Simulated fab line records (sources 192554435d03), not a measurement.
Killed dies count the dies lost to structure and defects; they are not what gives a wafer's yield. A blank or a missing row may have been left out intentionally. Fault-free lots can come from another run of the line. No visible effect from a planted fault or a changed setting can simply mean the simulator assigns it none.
Matching of chambers + flow n5-finfet + 4 sister chambers for N5_BEOL_M6_ALD_77 on ald-metal-01
The step deposits TaN, target thk 2 nm, pulse time 2 s, purge time 3 s. 4 wafers are shown with their chamber, then 8 later ones without.

== WAFERS WITH THEIR CHAMBER ==
| wafer  | chamber | heater-power-w (W) |
|--------|---------|--------------------|
| L084.2 | 3       | 357                |
| L087.3 | 2       | 457                |
| L087.5 | 0       | 366                |
| L088.2 | 1       | 434                |

== WAFERS MISSING THEIR CHAMBER ==
| wafer  | heater-power-w (W) |
|--------|--------------------|
| L088.4 | 363                |
| L088.5 | 434                |
| L089.2 | 369                |
| L089.4 | 453                |
| L089.5 | 470                |
| L097.4 | 340                |
| L097.5 | 404                |
| L097.6 | 442                |

== EACH ONE'S CHAMBER ==
| wafer  | from the rows above               | in truth |
|--------|-----------------------------------|----------|
| L088.4 | can't be placed: 0 or 3           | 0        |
| L088.5 | can't be placed: 1 or 2           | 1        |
| L089.2 | can't be placed: 0 or 3           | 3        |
| L089.4 | can't be placed: 2 or 1           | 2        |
| L089.5 | can't be placed: 2 or 1           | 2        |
| L097.4 | can't be placed: 3 or 0           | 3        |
| L097.5 | can't be placed: 1 or 0 or 3 or 2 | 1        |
| L097.6 | can't be placed: 1 or 2           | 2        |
Correctly placed: 0 of 8. From these rows, 8 cannot be placed; in 8 the true chamber is one of the candidates. Number placed wrongly: 0.
How it was worked out, from the rows above alone: a wafer's distance from a chamber is the root of the sum, over the readings, of the square of ((its reading less the chamber's mean) divided by the reading's scatter). If the next closest chamber is less than 2 further off than the closest, the wafer can't be placed; otherwise it belongs to the closest. A chamber's mean is the mean of its shown wafers. The scatter: root of mean squared gap, hidden wafer to nearest shown wafer, with one shown wafer a chamber.
